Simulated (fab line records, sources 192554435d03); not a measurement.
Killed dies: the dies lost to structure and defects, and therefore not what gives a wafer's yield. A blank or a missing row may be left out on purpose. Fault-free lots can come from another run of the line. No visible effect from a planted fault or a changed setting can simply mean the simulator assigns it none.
A struck lot beside a sound one    flow n5_finfet    15 out of 1938 route steps
Sound: wafers L109.1, L109.4, L109.6. Struck: wafers L118.2, L118.3. (L118.5 of the same lot was not struck and is left out.) The cause comes at the end.
Per side, at each step with rows, come the tool, then ch with its chambers, and then its first start. Under that, the readings that differ: sound wafers    struck wafers    difference of the means    sigmas: that difference in standard deviations of wafers without a fault.
alike: readings whose means differ by less than 2 such deviations, and words and numbers that are the same on both sides. not compared: withheld readings, readings that some wafer has no value for, bounds like >300 that may hide the same value, and numbers for which the record gives no deviation and whose values overlap.
The two part at a step that has a row with sigmas, a row that says differs or no value, or rows on one side only. Numbers that have no deviation but don't overlap get no sigmas and don't part them. A reading that every wafer of one side lacks parts them only if that side has two wafers or more.

first, 6 steps without rows for these wafers: N5_MOL_CONTACT_COAG_COAT_34 (resist thk 40 nm); N5_MOL_CONTACT_COAG_EBR_36; N5_MOL_CONTACT_COAG_SOFTBAKE_35 (time 60 s); N5_MOL_CONTACT_COAG_EXPOSE_37 (exposes mask VD, defocus 0 nm); N5_MOL_CONTACT_COAG_PEB_38 (peb time 60 s); N5_MOL_CONTACT_COAG_DEVELOP_39 (develop time 30 s).
N5_MOL_CONTACT_COAG_CD_MEAS_40: target cd 25.1 nm.
  sound on cd_sem-01 ch 0, day 5 12:56; struck on cd_sem-01 ch 0, day 7 15:41
  alike: cd_nm
N5_MOL_CONTACT_COAG_OVL_MEAS_41:
  sound on overlay-02 ch 0, day 5 12:58; struck on overlay-01 ch 0, day 7 15:43
  alike: VD_OVL
N5_MOL_CONTACT_COAG_INSPECT_42: inspects for defects (brightfield).
  sound on defect_inspect-02, day 5 13:02; struck on defect_inspect-02, day 7 15:46
reading           sound        struck   difference  sigmas
raw_defect_count  150 122 133  270 286  +143        +3
N5_MOL_CONTACT_COAG_DESCUM_45: chemistry O2, time 7 s.
  sound on rie_diel-05 ch 1,3, day 5 13:11; struck on rie_diel-04 ch 2,3, day 7 15:49
  alike: drypump_motor_current_A, oes_product_au, rf_vpp_V, showerhead_plenum_p_Torr, temp_c, throttle_valve_pct
  not compared: rf_hours_counter_h
N5_MOL_CONTACT_COAG_ETCH_65: etches underlayer in N2/H2, target depth 13 nm, time 10.4 s.
  sound on rie_diel-05 ch 1,3, day 5 13:13; struck on rie_diel-04 ch 2,3, day 7 15:50
  alike: drypump_motor_current_A, etch_rf_on_time_s, oes_product_au, rf_vpp_V, showerhead_plenum_p_Torr, throttle_valve_pct
  not compared: rf_hours_counter_h
N5_MOL_CONTACT_COAG_ETCH_66: etches SiARC in CF4, target depth 13 nm, time 21.7 s.
  sound on rie_diel-05 ch 1,3, day 5 13:14; struck on rie_diel-04 ch 2,3, day 7 15:52
  alike: drypump_motor_current_A, etch_rf_on_time_s, oes_product_au, rf_vpp_V, showerhead_plenum_p_Torr, throttle_valve_pct
  not compared: rf_hours_counter_h
N5_MOL_CONTACT_COAG_ALD_133: deposits SiO2, target thk 5 nm, pulse time 1 s, co reactant pulse time 1 s.
  sound on ald_sin-02 ch 1,3, day 5 14:02; struck on ald_sin-02 ch 0,1, day 7 15:56
reading                                             sound     struck   difference  sigmas
ald_cycles                                          35 35 35  24 24    -11         
model.SiO2_of_MOL_CONTACT_COAG_ALD_133.thk_nm (nm)  5 5 5     3.4 3.4  -1.6        
  alike: heater_power_w, precursor_pulse_height_rel
N5_MOL_CONTACT_COAG_ETCHBACK_134: etches SiO2 in CHF3, target depth 10 nm, time 6.7 s.
  sound on rie_diel-06 ch 0,2, day 5 14:24; struck on rie_diel-06 ch 0,3, day 7 16:07
  alike: drypump_motor_current_A, oes_f_703_au, oes_product_au, rf_vpp_V, showerhead_plenum_p_Torr, throttle_valve_pct
  not compared: rf_hours_counter_h
-- a jump in the record: the struck wafers' starts before and after are 8 days apart (it breaks off in module MOL_CONTACT_COAG and resumes in module PASSIVATION, where the first step shown is number 1936 of the route) --
N5_PASSIVATION_PROBE_49:
  sound on prober-02, day 13 19:55; struck on prober-02, day 16 02:32
reading             sound     struck   difference  sigmas
killed_at_M4_up     25 15 20  13 6     -10         -2
killed_at_contacts  7 9 9     842 826  +826        +99 or more
killed_dies         92 70 96  935 920  +842        +53
killed_on_rim       16 6 11   123 111  +106        +24
  alike: killed_at_M0_to_M3, killed_at_front_end, killed_at_other, killed_open, killed_short

## WHERE THEY PART
Last at N5_PASSIVATION_PROBE_49 as far as this record goes, first at N5_MOL_CONTACT_COAG_INSPECT_42.

WHY: whatever the simulator had introduced
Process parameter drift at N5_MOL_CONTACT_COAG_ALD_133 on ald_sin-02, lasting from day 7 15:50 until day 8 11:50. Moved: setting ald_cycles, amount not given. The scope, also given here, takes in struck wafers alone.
